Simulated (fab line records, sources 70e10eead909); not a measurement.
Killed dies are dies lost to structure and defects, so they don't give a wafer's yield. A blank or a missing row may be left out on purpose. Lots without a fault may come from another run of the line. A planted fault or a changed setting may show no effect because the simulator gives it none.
Which tool did it? | flow nand_harc | 6 lots, 18 wafers sampled, at 2 steps of a route of 1302

WHAT THE GAUGES READ, wafer by wafer
NHARC_HYBRID_BOND_OVL_MEAS_05.
lot  | measured     | on         | overlay_x_nm (nm)
L530 | day 24 03:22 | overlay-02 | -22 -32 -16
L532 | day 25 10:07 | overlay-01 | 21 25 -68
L534 | day 25 10:07 | overlay-02 | -37 -82 43
L537 | day 27 12:40 | overlay-02 | -21 5 -20
L543 | day 29 05:07 | overlay-02 | 46 -9 -21
L545 | day 31 04:28 | overlay-01 | -12 28 -38

WHICH TOOL RAN EACH LOT (tool, then ch and the chambers of the sampled wafers, then the start)
lot  | NHARC_A_CHANNEL_FILL_D2_CVD_09
L530 | lpcvd_poly-04 ch 0, day 15 13:39
L532 | lpcvd_poly-04 ch 0, day 16 21:43
L534 | lpcvd_poly-01 ch 0, day 17 11:46
L537 | lpcvd_poly-03 ch 0, day 18 18:19
L543 | lpcvd_poly-04 ch 0, day 21 04:10
L545 | lpcvd_poly-04 ch 0, day 22 17:22
- NHARC_A_CHANNEL_FILL_D2_CVD_09: deposits poly-Si, target thk 150 nm, time 3000 s.

THE ANSWER, worked out from the rows above alone
Rule: what is usual is taken from the lots themselves. Put in order of their means at a reading, lots are off if they are a third of the lots or fewer, leave a main group of 4 or more, and stand apart from it by a gap of 3 or more times the standard deviation of the main group's means; of several such gaps the widest counts. A main group whose means are all the same, to the digits that the tables above print for the reading, isn't used. A lot without any number at a reading at which 4 lots or more have one is off too. The other lots that the step has rows for count as sound.
No lot is off at any reading shown: from this, nothing can be told.

WHAT THE SIMULATOR HAD PUT IN
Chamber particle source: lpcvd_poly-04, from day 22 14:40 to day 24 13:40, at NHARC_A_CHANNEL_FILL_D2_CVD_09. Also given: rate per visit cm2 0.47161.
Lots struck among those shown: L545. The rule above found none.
